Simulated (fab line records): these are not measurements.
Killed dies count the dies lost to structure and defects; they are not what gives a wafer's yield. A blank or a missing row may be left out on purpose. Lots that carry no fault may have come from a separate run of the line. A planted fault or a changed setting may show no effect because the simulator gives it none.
Chamber matching -- flow n5-finfet -- N5_BEOL_M3_CO_CAP_55 on cvd-co-02 has 3 sister chambers
The step material Co, precursor CCTBA/H2, target thk 2 nm, time 102.1 s. 14 wafers are shown with their chamber, then 7 later ones without.

EACH WAFER AND ITS CHAMBER
wafer,chamber,heater-power-w (W)
L808.2,0,204
L808.4,2,204
L808.5,1,212
L810.2,2,205
L810.3,0,212
L810.6,1,207
L812.3,2,202
L812.5,1,211
L812.6,0,203
L815.1,0,198
L815.3,1,217
L815.5,2,199
L816.2,1,208
L816.4,1,212

SIGNATURES, as means of the wafers listed above
reading,chamber 0,chamber 1,chamber 2,scatter within a chamber
heater-power-w,204.25,211.17,202.50,4.1
Rule: a wafer's distance from a chamber is the root of the sum, over the readings, of the square of ((its reading less the chamber's mean) divided by the reading's scatter). If the next closest chamber is less than 2 further off than the closest, the wafer can't be placed; otherwise it belongs to the closest. The scatter: the root of (the sum of the squares of (reading less its chamber's mean) over the shown wafers, divided by (wafers less chambers)).

WAFERS WHOSE CHAMBER IS MISSING
wafer,heater-power-w (W)
L816.5,207
L818.1,204
L818.5,209
L818.6,214
L820.1,201
L820.4,199
L820.5,209

WHICH CHAMBER EACH WENT THROUGH
wafer,from the rows above,in truth
L816.5,can't be placed: 0 or 1 or 2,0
L818.1,can't be placed: 0 or 2 or 1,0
L818.5,can't be placed: 1 or 0 or 2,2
L818.6,can't be placed: 1 or 0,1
L820.1,can't be placed: 2 or 0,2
L820.4,can't be placed: 2 or 0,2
L820.5,can't be placed: 1 or 0 or 2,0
0 of 7 placed correctly. Unplaceable from these rows: 7, with the true chamber sitting among the candidates in 7. Number placed wrongly: 0.
